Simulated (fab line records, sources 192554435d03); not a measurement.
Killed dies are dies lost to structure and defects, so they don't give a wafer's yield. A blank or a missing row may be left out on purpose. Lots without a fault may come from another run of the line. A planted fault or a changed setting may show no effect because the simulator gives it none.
Chamber matching | flow n5_finfet | N5_BEOL_M11_DEP_56 on pecvd-03: 3 sister chambers
The step deposits SiCN from 3MS/NH3, target thk 30 nm, time 10.5 s. 6 wafers are shown with their chamber, then 9 later ones without.

WAFERS WITH THEIR CHAMBER
wafer  | chamber | throttle_valve_pct (%) | showerhead_plenum_p_Torr (Torr)
L086.4 | 1       | 17.7                   | 4.150
L091.1 | 1       | 17.5                   | 4.147
L091.3 | 2       | 16.7                   | 4.146
L090.1 | 0       | 19.4                   | 4.165
L090.3 | 2       | 16.5                   | 4.166
L090.6 | 0       | 19.1                   | 4.166

WAFERS WITHOUT THEIR CHAMBER
wafer  | throttle_valve_pct (%) | showerhead_plenum_p_Torr (Torr)
L093.1 | 16.5                   | 4.152
L093.2 | 17.7                   | 4.143
L093.4 | 19.3                   | 4.169
L095.2 | 16.5                   | 4.147
L095.4 | 17.5                   | 4.146
L095.6 | 19.3                   | 4.172
L097.1 | 19.0                   | 4.167
L097.2 | 17.6                   | 4.138
L097.5 | 19.3                   | 4.165

WHICH CHAMBER EACH WENT THROUGH
wafer  | from the rows above | in truth
L093.1 | 2                   | 2
L093.2 | 1                   | 1
L093.4 | 0                   | 0
L095.2 | 2                   | 2
L095.4 | 1                   | 1
L095.6 | 0                   | 0
L097.1 | 0                   | 0
L097.2 | 1                   | 1
L097.5 | 0                   | 0
Placed correctly: 9 of 9. Can't be placed from these rows: 0. Placed wrongly: 0.
How it was worked out, from the rows above alone: a wafer's distance from a chamber is the root of the sum, over the readings, of the square of ((its reading less the chamber's mean) divided by the reading's scatter). The wafer belongs to the nearest chamber; if the next one is less than 2 further off, it can't be placed. A chamber's mean is the mean of its shown wafers. The scatter: the root of (the sum of the squares of (reading less its chamber's mean) over the shown wafers, divided by (wafers less chambers)).
